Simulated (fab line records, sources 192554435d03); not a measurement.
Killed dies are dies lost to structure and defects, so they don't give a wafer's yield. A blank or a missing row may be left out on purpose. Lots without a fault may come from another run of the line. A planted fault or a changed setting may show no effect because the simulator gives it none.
One fault seen from 2 desks | flow n5_finfet | each desk has only its own numbers; what lay behind them comes last

THE TOOL OWNER'S DESK: cmp-02
The tool's own readings at N5_BEOL_M7_CMP_52 (polishes, stops on SiCOH lowk, t overpolish 6.9 s, target thk 80 nm): means of the sampled wafers that have a number, for each lot that ran on this tool. A lot is out of limits, marked OUT, if its mean lies more than 4 standard deviations from the usual mean; the brackets give that distance.
Columns: A = barrier_field_endpoint_s at N5_BEOL_M7_CMP_52, usual 29.2 s; B = motor_current_A at N5_BEOL_M7_CMP_52, usual 6.3 A; C = overpolish_run_s at N5_BEOL_M7_CMP_52, usual 6.900 s; D = time_to_endpoint_s at N5_BEOL_M7_CMP_52, usual 63.9 s
lot  | first seen here | A               | B   | C     | D
L762 | day 9 06:15     | 29.2            | 5.9 | 6.900 | 63.5
L768 | day 10 15:49    | 24.1 (-7.0) OUT | 6.2 | 6.900 | 53.9
L772 | day 12 00:02    | 22.6 (-9.0) OUT | 6.0 | 6.899 | 49.0 (-5.3) OUT
L773 | day 12 05:47    | 20.8 (-12) OUT  | 5.7 | 6.898 | 45.9 (-6.4) OUT
L782 | day 14 15:53    | 29.7            | 6.6 | 6.897 | 64.5
This desk's finding: out of limits on L768, L772, L773; first on L768, day 10 15:49 (barrier_field_endpoint_s at N5_BEOL_M7_CMP_52). In limits: L762, L782.

THE METROLOGY DESK
What the gauges read, lot by lot, whatever tool the lot ran on: means of the sampled wafers that have a number. A lot is out of limits, marked OUT, if its mean lies more than 4 standard deviations from the usual mean; the brackets give that distance.
Columns: A = trench_depth_nm at N5_BEOL_M7_OCD_MEAS_38, usual 92.8 nm
lot  | first seen here | A
L762 | day 9 03:02     | 93.1
L768 | day 10 13:41    | 93.0
L772 | day 11 20:44    | 93.8
L774 | day 11 21:10    | 94.0
L775 | day 12 01:54    | 92.0
L773 | day 12 02:18    | 92.6
L777 | day 13 10:35    | 93.3
L778 | day 13 12:19    | 92.8
L780 | day 13 13:10    | 92.8
L782 | day 14 12:20    | 93.3
L783 | day 15 01:01    | 93.1
L785 | day 15 01:04    | 94.0
L784 | day 15 01:05    | 93.3
This desk's finding: nothing out of limits on any of the 13 lots.

PUT TOGETHER
The tool owner's desk could have raised an alarm at day 10 15:49, on L768, L772, L773.
The metrology desk saw nothing out of limits.
The metrology desk has L768, L772, L773 on record, within its limits.
Of the lots named, all ran N5_BEOL_M7_CMP_52 on cmp-02.

WHAT THE SIMULATOR HAD PUT IN
Process parameter drift: cmp-02, from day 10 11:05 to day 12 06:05, at N5_BEOL_M7_CMP_52. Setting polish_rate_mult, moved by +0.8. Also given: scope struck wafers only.
Lots struck among those shown: L768, L772, L773.
Hours from the fault's start to each desk's first reading out of limits: the tool owner's desk, 5.
